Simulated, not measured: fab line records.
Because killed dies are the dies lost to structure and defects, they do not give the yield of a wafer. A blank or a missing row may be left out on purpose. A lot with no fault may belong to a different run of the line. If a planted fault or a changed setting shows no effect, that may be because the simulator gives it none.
fab line records -- flow n5_finfet
record lots=10, wafers=28, last_day=18
route steps=1938 shown WELL_APT@55 BEOL_M4@1105
lots that met no fault: taken from a fault-free run of the same line
start_h: hours from the record's opening day to when the first of the lot's shown wafers began -- wait_h: time in hours since the lot's previous step -- " unchanged from the row above -- L1.1+2: a row that stands for several wafers -- - no value, or no start given -- * or withheld: withheld -- < > ~ a bound
route shown NAME@n: NAME is a module with steps in the file, n the number in the route of the first one -- usual: mean/standard deviation taken from wafers without a fault -- same: alike in all rows -- chamber/n: place in a boat -- sites: readings site by site -- _std_site: how widely they spread, as a standard deviation -- _edge_site: mean of outer sites minus mean of inner sites -- radius_mm: for every site, how far away it sits from the centre of the wafer -- mask NAME#n: copy n -- behind: tool/chamber where the wafer was last shaped -- hold: reason for holding the lot/hours on hold/outcome of the hold -- device: the n, p or np transistor that did not switch -- end of line: tests of these same wafers at the route's end -- for a step that has no rows: nothing shown but its recipe -- killed: dies lost to structure and defects at the first sort, not the wafer's yield -- map: dies across one wafer; x = killed, . = not, _ = none there
set.NAME: setting as actually run; set.NAME@STEP: the setting as run at that earlier step -- model.NAME: the simulator's own value behind a step, which no gauge read
a sample of lots followed through the steps of the route, with each step as a table and each wafer as a row
services: when a tool's chamber went out of use (start_h, in hours from the record's first day, below 0 if earlier), for how many hours, and the reason
## steps
# step N5_WELL_APT_EPI_41
# recipe material=Si, target_thk_a=500, temp_c=650, precursor=SiH4/H2, pressure_torr=20, time_s=297.7
# usual susceptor_temp_C=650.07/0.28, throttle_valve_pct=11.4/0.4
lot.wafer,tool,chamber,start_h,wait_h,susceptor_temp_C,throttle_valve_pct
L454.1,epi_rpcvd-02,0,16.18,0.0,649.87,11.2
L454.3,epi_rpcvd-02,0,16.18,0.0,649.96,10.7
L454.4,epi_rpcvd-02,0,16.18,0.0,650.01,11.0
L455.1,epi_rpcvd-04,0,22.28,0.0,649.66,11.2
L455.4,epi_rpcvd-04,0,22.28,0.0,649.72,11.0
L455.6,epi_rpcvd-04,0,22.28,0.0,649.76,11.1
L456.4,epi_rpcvd-01,0,28.49,0.3,650.40,12.0
L456.5,epi_rpcvd-01,0,28.49,0.3,650.18,12.1
L456.6,epi_rpcvd-01,0,28.49,0.3,650.28,12.0
L458.1,epi_rpcvd-04,0,40.22,0.0,649.98,11.2
L458.2,epi_rpcvd-04,0,40.22,0.0,650.34,11.4
L458.3,epi_rpcvd-04,0,40.22,0.0,649.87,11.1
L465.2,epi_rpcvd-02,0,82.11,0.1,649.55,11.1
L465.6,epi_rpcvd-02,0,82.11,0.1,649.84,11.0
L466.5,epi_rpcvd-02,0,88.29,0.4,649.70,11.1
L466.6,epi_rpcvd-02,0,88.29,0.4,650.14,11.1
L473.2,epi_rpcvd-01,0,131.09,0.1,649.99,11.9
L473.5,epi_rpcvd-01,0,131.09,0.1,650.17,11.9
L473.6,epi_rpcvd-01,0,131.09,0.1,650.03,12.1
L474.2,epi_rpcvd-01,0,137.23,0.1,649.69,12.1
L474.4,epi_rpcvd-01,0,137.23,0.1,649.66,12.1
L474.5,epi_rpcvd-01,0,137.23,0.1,649.61,11.9
L476.3,epi_rpcvd-02,0,149.69,0.2,650.27,10.9
L476.5,epi_rpcvd-02,0,149.69,0.2,649.80,11.0
L476.6,epi_rpcvd-02,0,149.69,0.2,650.01,11.3
L477.1,epi_rpcvd-04,0,154.45,0.0,650.08,11.2
L477.3,epi_rpcvd-04,0,154.45,0.0,650.05,11.2
L477.4,epi_rpcvd-04,0,154.45,0.0,650.39,11.3
# step N5_BEOL_M4_PRE_CLEAN_60
# recipe gas=NH3/H2, time_s=15, temp_c=*, rf_power_w=300
# usual heater_power_w=73/31, susceptor_temp_C=*
lot.wafer,tool,chamber,start_h,wait_h,heater_power_w,susceptor_temp_C
L454.1,cvd_co-01,1,163.75,0.2,76,*
L454.3,cvd_co-01,0,163.75,0.2,116,*
L454.4,cvd_co-01,0,163.75,0.2,117,*
L455.1,cvd_co-02,2,166.26,0.0,105,*
L455.4,cvd_co-02,1,166.26,0.0,29,*
L455.6,cvd_co-02,2,166.26,0.0,103,*
L456.4,cvd_co-02,0,200.51,0.1,83,*
L456.5,cvd_co-02,2,200.51,0.1,103,*
L456.6,cvd_co-02,1,200.51,0.1,30,*
L458.1,cvd_co-01,1,206.47,0.0,76,*
L458.2,cvd_co-01,0,206.47,0.0,118,*
L458.3,cvd_co-01,2,206.47,0.0,43,*
L466.5,cvd_co-01,2,249.11,0.1,44,*
L466.6,cvd_co-01,1,249.11,0.1,75,*
L465.2,cvd_co-02,2,250.91,0.0,104,*
L465.6,cvd_co-02,0,250.91,0.0,84,*
L473.2,cvd_co-02,1,292.77,0.0,30,*
L473.5,cvd_co-02,0,292.77,0.0,82,*
L473.6,cvd_co-02,1,292.77,0.0,29,*
L474.2,cvd_co-02,1,298.39,0.5,30,*
L474.4,cvd_co-02,1,298.39,0.5,29,*
L474.5,cvd_co-02,2,298.39,0.5,102,*
L476.3,cvd_co-02,2,318.74,0.1,104,*
L476.5,cvd_co-02,2,318.74,0.1,103,*
L476.6,cvd_co-02,1,318.74,0.1,30,*
L477.1,cvd_co-02,1,319.11,0.0,31,*
L477.3,cvd_co-02,1,319.11,0.0,30,*
L477.4,cvd_co-02,2,319.11,0.0,101,*
# step N5_BEOL_M4_DEP_57
# recipe material=SiCN, target_thk_a=80, temp_c=withheld, precursor=3MS/NH3, pressure_torr=3, rf_w=202, time_s=14
# usual showerhead_plenum_p_Torr=3.666/0.013, throttle_valve_pct=9.0/0.43
lot.wafer,tool,chamber,start_h,wait_h,showerhead_plenum_p_Torr,throttle_valve_pct
L454.1,pecvd-03,2,163.91,0.0,3.654,8.7
L454.3,pecvd-03,0,163.91,0.0,3.688,8.4
L454.4,pecvd-03,2,163.91,0.0,3.660,9.0
L455.1,pecvd-01,0,166.41,0.0,3.651,8.7
L455.4,pecvd-01,0,166.41,0.0,3.672,9.1
L455.6,pecvd-01,1,166.41,0.0,3.655,9.2
L456.4,pecvd-03,1,200.67,0.0,3.645,9.5
L456.5,pecvd-03,0,200.67,0.0,3.671,8.7
L456.6,pecvd-03,2,200.67,0.0,3.661,8.8
L458.1,pecvd-04,0,206.63,0.0,3.668,8.8
L458.2,pecvd-04,1,206.63,0.0,3.676,10.1
L458.3,pecvd-04,2,206.63,0.0,3.677,8.8
L466.5,pecvd-01,0,249.26,0.0,3.660,8.9
L466.6,pecvd-01,1,249.26,0.0,3.662,9.3
L465.2,pecvd-04,0,251.07,0.0,3.666,8.9
L465.6,pecvd-04,2,251.07,0.0,3.681,9.0
L473.2,pecvd-04,0,292.93,0.0,3.676,8.8
L473.5,pecvd-04,0,292.93,0.0,3.666,8.9
L473.6,pecvd-04,2,292.93,0.0,3.669,9.1
L474.2,pecvd-01,2,298.56,0.0,3.678,8.8
L474.4,pecvd-01,0,298.56,0.0,3.662,8.7
L474.5,pecvd-01,0,298.56,0.0,3.658,8.8
L476.3,pecvd-01,0,318.93,0.0,3.672,8.8
L476.5,pecvd-01,0,318.93,0.0,3.669,8.9
L476.6,pecvd-01,2,318.93,0.0,3.679,8.9
L477.1,pecvd-04,1,319.32,0.0,3.668,10.0
L477.3,pecvd-04,0,319.32,0.0,3.672,8.9
L477.4,pecvd-04,1,319.32,0.0,3.665,9.8
# step N5_BEOL_M4_RS_MEAS_58
# recipe thk_meas_gauge=four-point-probe, reads=Co_of_BEOL_M4_CO_CAP_55+Cu_of_BEOL_M4_ECD_50+Co_of_BEOL_M4_CVD_47+TaN_of_BEOL_M4_ALD_84
# usual M4_RS=0.67/0.037
lot.wafer,tool,chamber,start_h,wait_h,M4_RS[ohm/sq]
L454.1,film_metro-01,-,163.97,0.0,0.64
L454.3,film_metro-01,-,163.97,0.0,0.59
L454.4,film_metro-01,-,163.97,0.0,0.71
L455.1,film_metro-01,-,166.48,0.0,0.64
L455.4,film_metro-01,-,166.48,0.0,0.70
L455.6,film_metro-01,-,166.48,0.0,0.65
L456.4,film_metro-01,-,200.72,0.0,0.69
L456.5,film_metro-01,-,200.72,0.0,0.69
L456.6,film_metro-01,-,200.72,0.0,0.67
L458.1,film_metro-01,-,206.70,0.0,0.70
L458.2,film_metro-01,-,206.70,0.0,0.72
L458.3,film_metro-01,-,206.70,0.0,0.68
L466.5,film_metro-01,-,249.32,0.0,0.71
L466.6,film_metro-01,-,249.32,0.0,0.60
L465.2,film_metro-02,-,251.14,0.1,0.67
L465.6,film_metro-02,-,251.14,0.1,0.67
L473.2,film_metro-02,-,292.99,0.1,0.66
L473.5,film_metro-02,-,292.99,0.1,0.64
L473.6,film_metro-02,-,292.99,0.1,0.66
L474.2,film_metro-02,-,298.65,0.1,0.61
L474.4,film_metro-02,-,298.65,0.1,0.62
L474.5,film_metro-02,-,298.65,0.1,0.64
L476.3,film_metro-01,-,319.00,0.1,0.69
L476.5,film_metro-01,-,319.00,0.1,0.71
L476.6,film_metro-01,-,319.00,0.1,0.68
L477.1,film_metro-01,-,319.39,0.0,0.69
L477.3,film_metro-01,-,319.39,0.0,0.74
L477.4,film_metro-01,-,319.39,0.0,0.75
# step N5_BEOL_M4_RC_MEAS_101
# usual CJ_N=4.31/0.12, DIBL_N=36.4/2.7, DIBL_P=36/3.2, IOFF_N=0.16/0.046, IOFF_P=0.21/0.055, ION_N=677/15, ION_P=464/11, RS_PWELL=3011/26, SS_N=71.5/0.79, SS_P=73.3/0.93, VT_N=250/4.1, VT_P=-251/4.4
lot.wafer,tool,chamber,start_h,wait_h,CJ_N,DIBL_N[mV/V],DIBL_P[mV/V],IOFF_N[nA/um],IOFF_P[nA/um],ION_N[uA/um],ION_P[uA/um],RS_PWELL[ohm/sq],SS_N[mV/dec],SS_P[mV/dec],VT_N[mV],VT_P[mV]
L454.1,prober-01,0,164.22,0.2,4.35,34.9,35,0.14,0.22,670,466,3011,72.1,73.6,251,-247
L454.3,prober-01,0,164.22,0.2,4.32,36.4,37,0.18,0.26,683,472,3021,72.4,73.2,247,-245
L454.4,prober-01,0,164.22,0.2,4.14,39.0,41,0.23,0.35,690,470,3041,72.5,75.1,247,-240
L455.1,prober-02,0,166.53,0.0,4.30,37.0,35,0.16,0.21,680,467,2971,71.0,73.8,249,-249
L455.4,prober-02,0,166.53,0.0,4.22,43.5,44,0.32,0.42,733,500,2983,72.7,76.2,242,-240
L455.6,prober-02,0,166.53,0.0,4.33,39.5,38,0.22,0.29,692,479,2975,71.5,73.5,244,-245
L456.4,prober-02,0,201.23,0.5,4.12,36.1,36,0.15,0.20,674,469,3016,70.7,72.6,250,-248
L456.5,prober-02,0,201.23,0.5,4.32,37.3,37,0.18,0.23,681,471,3031,71.8,74.1,247,-250
L456.6,prober-02,0,201.23,0.5,4.16,37.3,38,0.18,0.24,689,474,3064,71.7,73.8,246,-248
L458.1,prober-02,0,206.75,0.0,4.39,31.4,29,0.09,0.13,648,452,3063,69.9,71.0,256,-257
L458.2,prober-02,0,206.75,0.0,4.37,36.5,36,0.17,0.21,691,470,3019,71.7,72.6,246,-249
L458.3,prober-02,0,206.75,0.0,4.45,35.3,34,0.14,0.18,677,463,3006,71.3,72.5,252,-253
L466.5,prober-02,0,249.98,0.6,4.36,32.4,32,0.12,0.16,666,455,2978,71.2,72.9,253,-255
L466.6,prober-02,0,249.98,0.6,3.25,33.1,33,0.14,0.18,672,461,2874,70.7,72.9,248,-253
L465.2,prober-01,0,251.34,0.2,4.30,36.4,37,0.17,0.26,683,470,3017,71.5,73.6,248,-245
L465.6,prober-01,0,251.34,0.2,3.40,36.2,37,0.19,0.27,699,485,2891,71.3,72.9,245,-248
L473.2,prober-02,0,293.20,0.2,4.25,36.9,38,0.17,0.24,689,475,3009,71.3,74.3,247,-247
L473.5,prober-02,0,293.20,0.2,4.48,37.6,37,0.17,0.24,675,466,3005,72.1,74.6,249,-248
L473.6,prober-02,0,293.20,0.2,4.35,37.0,36,0.17,0.22,676,454,3022,71.6,74.0,248,-247
L474.2,prober-01,0,298.85,0.2,4.27,36.5,35,0.14,0.19,663,462,3034,70.9,72.6,250,-251
L474.4,prober-01,0,298.85,0.2,4.14,32.8,31,0.10,0.14,659,453,3041,70.5,72.4,256,-256
L474.5,prober-01,0,298.85,0.2,4.28,35.4,34,0.13,0.17,670,461,3038,71.1,72.0,252,-255
L476.3,prober-02,0,319.36,0.3,4.45,40.0,38,0.21,0.22,677,457,3017,72.4,73.5,249,-253
L476.5,prober-02,0,319.36,0.3,4.36,36.7,34,0.14,0.16,659,448,3003,71.2,72.5,253,-257
L476.6,prober-02,0,319.36,0.3,4.55,41.0,40,0.23,0.25,689,467,3005,72.3,74.2,247,-252
L477.1,prober-01,0,319.44,0.0,4.08,28.6,29,0.06,0.09,633,435,3003,70.3,70.7,264,-265
L477.3,prober-01,0,319.44,0.0,4.36,32.5,32,0.11,0.12,658,440,3004,71.0,71.9,256,-259
L477.4,prober-01,0,319.44,0.0,4.35,32.1,33,0.11,0.13,677,462,3006,70.6,71.7,253,-259
## services
tool,chamber,start_h,hours,kind
pecvd-03,0,4.78,3.8,repair
pecvd-03,0,18.30,5.5,scheduled_down
epi_rpcvd-02,-,37.86,2.8,pm
pecvd-01,0,50.81,5.5,scheduled_down
cvd_co-02,-,63.41,0.2,repair
epi_rpcvd-02,-,70.57,0.9,repair
pecvd-03,0,74.44,15.9,repair
pecvd-03,-,98.95,0.7,repair
cvd_co-02,1,114.67,-,clean
cvd_co-02,1,114.67,22.0,scheduled_down
cvd_co-02,1,114.67,22.0,vent_cycle
epi_rpcvd-01,-,129.81,1.1,repair
pecvd-03,0,130.76,2.1,scheduled_down
cvd_co-01,2,150.93,11.7,repair
pecvd-04,0,182.03,5.5,scheduled_down
pecvd-03,-,183.37,1.1,repair
pecvd-01,2,189.61,5.5,scheduled_down
pecvd-03,2,202.38,-,clean
pecvd-01,-,224.41,0.5,repair
pecvd-01,1,254.45,48.9,repair
pecvd-01,2,264.95,6.6,repair
cvd_co-01,0,289.13,11.4,repair
pecvd-03,-,299.39,28.1,pm
cvd_co-02,0,302.69,25.2,repair
## key
first_sign step=N5_BEOL_M4_RC_MEAS_101, reading=CJ_N, direction=down, sigmas=8.1, usual=4.31, struck=3.32
effect step=N5_BEOL_M4_RC_MEAS_101, reading=RS_PWELL, direction=down, sigmas=5, usual=3011, struck=2882
met_at N5_WELL_APT_EPI_41
struck_lots L465,L466
struck_wafers L465.6,L466.6
not_acting_at N5_BEOL_M4_PRE_CLEAN_60,N5_BEOL_M4_DEP_57,N5_BEOL_M4_RS_MEAS_58
onset_between 16.18 82.11
fault kind=process_parameter_drift, tool=epi_rpcvd-02, chamber=-, onset_h=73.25, steps=N5_WELL_APT_EPI_41, channel=target_thk_a, offset=*, shape=step, end_h=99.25, scope=struck_wafers_only, acts_in=*, stated=*
